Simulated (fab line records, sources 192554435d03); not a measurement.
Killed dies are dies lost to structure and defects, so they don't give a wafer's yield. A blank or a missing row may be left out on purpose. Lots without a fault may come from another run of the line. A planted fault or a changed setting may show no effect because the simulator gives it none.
Chamber matching | flow n5_finfet | N5_BEOL_M7_STRIP_36 on rie_diel-04: 4 sister chambers
The step strips in N2/H2. 4 wafers are shown with their chamber, then 12 later ones without.

WAFERS WITH THEIR CHAMBER
wafer  | chamber | showerhead_plenum_p_Torr (Torr)
L080.2 | 3       | 2.39
L084.4 | 0       | 2.64
L085.1 | 2       | 2.61
L085.5 | 1       | 2.63

WAFERS WITHOUT THEIR CHAMBER
wafer  | showerhead_plenum_p_Torr (Torr)
L086.1 | 2.63
L086.2 | 2.64
L086.3 | 2.60
L086.4 | 2.70
L086.5 | 2.70
L086.6 | 2.60
L090.1 | 2.64
L090.4 | 2.70
L090.5 | 2.60
L096.1 | 2.60
L096.2 | 2.62
L096.4 | 2.69

WHICH CHAMBER EACH WENT THROUGH
wafer  | from the rows above          | in truth
L086.1 | can't be placed: 1 or 0 or 2 | 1
L086.2 | can't be placed: 0 or 1 or 2 | 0
L086.3 | can't be placed: 2 or 1 or 0 | 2
L086.4 | can't be placed: 0 or 1 or 2 | 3
L086.5 | can't be placed: 0 or 1 or 2 | 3
L086.6 | can't be placed: 2 or 1 or 0 | 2
L090.1 | can't be placed: 0 or 1 or 2 | 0
L090.4 | can't be placed: 0 or 1 or 2 | 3
L090.5 | can't be placed: 2 or 1 or 0 | 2
L096.1 | can't be placed: 2 or 1 or 0 | 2
L096.2 | can't be placed: 1 or 2 or 0 | 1
L096.4 | can't be placed: 0 or 1 or 2 | 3
Placed correctly: 0 of 12. Can't be placed from these rows: 12 (the true chamber is among the candidates in 8). Placed wrongly: 0.
How it was worked out, from the rows above alone: a wafer's distance from a chamber is the root of the sum, over the readings, of the square of ((its reading less the chamber's mean) divided by the reading's scatter). The wafer belongs to the nearest chamber; if the next one is less than 2 further off, it can't be placed. A chamber's mean is the mean of its shown wafers. The scatter: with one shown wafer a chamber, the root of the mean of the squares of how far each hidden wafer lies from its nearest shown one.
